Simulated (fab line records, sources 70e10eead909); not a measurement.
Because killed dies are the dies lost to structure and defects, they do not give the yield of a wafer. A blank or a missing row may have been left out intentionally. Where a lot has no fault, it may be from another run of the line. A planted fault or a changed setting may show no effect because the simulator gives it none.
A struck lot beside a sound one | flow nand harc | 28 steps out of a route of 1302
Sound: these wafers, L739.1, L739.2, L739.6. Wafers L748.2, L748.4, L748.6 were the ones struck. Last of all comes the cause.
At each step with rows: each side's tool, then ch and its chambers, then its first start. Under that, the readings that differ: sound wafers | struck wafers | difference of the means | sigmas: that difference in standard deviations of wafers without a fault.
alike: words and numbers the same on both sides, and readings whose means are apart by under 2 such deviations; not compared: readings that were withheld, readings missing a value for some wafer, numbers with overlapping values and no deviation given by the record, and bounds like >300 which may hide the same value.
Wherever a step has rows on one side only, a row that says differs or no value, or a row with sigmas, the two part there. When numbers do not overlap yet have no deviation, they are printed without sigmas and do not part them. Lack of a reading on every wafer of one side parts them only where that side has two or more wafers.

first, 6 steps without rows for these wafers: NHARC_A_ONON_D2_DEP_09 (target thk 1000 nm); NHARC_A_ONON_D2_DEP_12 (target thk 1000 nm); NHARC_A_ONON_D2_ANNEAL_15 (time 3600 s); NHARC_A_ONON_D2_DEP_16 (target thk 1000 nm); NHARC_A_ONON_D2_DEP_19 (target thk 1000 nm); NHARC_A_ONON_D2_DEP_22 (target thk 1000 nm).
NHARC_A_ONON_D2_DEP_25: target thk 1000 nm.
  sound on pecvd onon-03 ch 0, day 13 13:23; struck on pecvd onon-02 ch 0, day 17 09:25
then, 20 steps without rows for these wafers: NHARC_A_ONON_D2_DEP_28 (target thk 1000 nm); NHARC_A_ONON_D2_DEP_33 (deposits SiO2, target thk 200 nm); NHARC_A_CHANNEL_HOLE_D2_DEP_00 (deposits aC, target thk 3100 nm); NHARC_A_CHANNEL_HOLE_D2_DEP_01 (deposits SiON, target thk 140 nm); NHARC_A_CHANNEL_HOLE_D2_DEHYDRATE_02 (time 120 s); NHARC_A_CHANNEL_HOLE_D2_HMDS_03 (time 30 s); NHARC_A_CHANNEL_HOLE_D2_COAT_36 (time 75 s); NHARC_A_CHANNEL_HOLE_D2_COAT_37 (time 65 s); NHARC_A_CHANNEL_HOLE_D2_COAT_04 (resist thk 90 nm); NHARC_A_CHANNEL_HOLE_D2_SOFTBAKE_05 (time 55 s); NHARC_A_CHANNEL_HOLE_D2_EBR_06; NHARC_A_CHANNEL_HOLE_D2_EXPOSE_07 (exposes mask HOLE D2, target cd 100 nm); NHARC_A_CHANNEL_HOLE_D2_PEB_08 (peb time 65 s); NHARC_A_CHANNEL_HOLE_D2_DEVELOP_09 (develop time 35 s); NHARC_A_CHANNEL_HOLE_D2_DESCUM_15 (chemistry O2, time 3 s); NHARC_A_CHANNEL_HOLE_D2_ETCH_38 (etches the open film in CF4, target depth 39 nm, time 65 s); NHARC_A_CHANNEL_HOLE_D2_ETCH_39 (etches the open film in N2/H2, target depth 260 nm, time 325 s); NHARC_A_CHANNEL_HOLE_D2_ETCH_34 (etches the open film in CF4/CHF3, target depth 154 nm, time 77 s); NHARC_A_CHANNEL_HOLE_D2_ETCH_16 (etches the open film in O2/COS, target depth 3100 nm, time 806 s); NHARC_A_CHANNEL_HOLE_D2_ETCH_19 (etches the open film in C4F8/O2/Ar, time 34.5 s).
-- the record jumps here: 12 days lie between the struck wafers' starts before and after (it left off in module A_CHANNEL_HOLE_D2 and takes up again in module END, whose first step shown is number 1302 of the route) --
NHARC_END_SORT_01:
  sound on prober-02 ch 0, day 25 19:38; struck on prober-01 ch 0, day 29 01:56
  reading         | sound    | struck      | difference | sigmas
  killed at array | 54 52 56 | 146 151 139 | +91        | +4
  killed dies     | 60 55 64 | 149 154 141 | +88        | +4
  alike: killed at other, killed at periphery, killed open, killed short

## WHERE THEY PART
Only at NHARC_END_SORT_01, within this record.

WHY: whatever the simulator had introduced
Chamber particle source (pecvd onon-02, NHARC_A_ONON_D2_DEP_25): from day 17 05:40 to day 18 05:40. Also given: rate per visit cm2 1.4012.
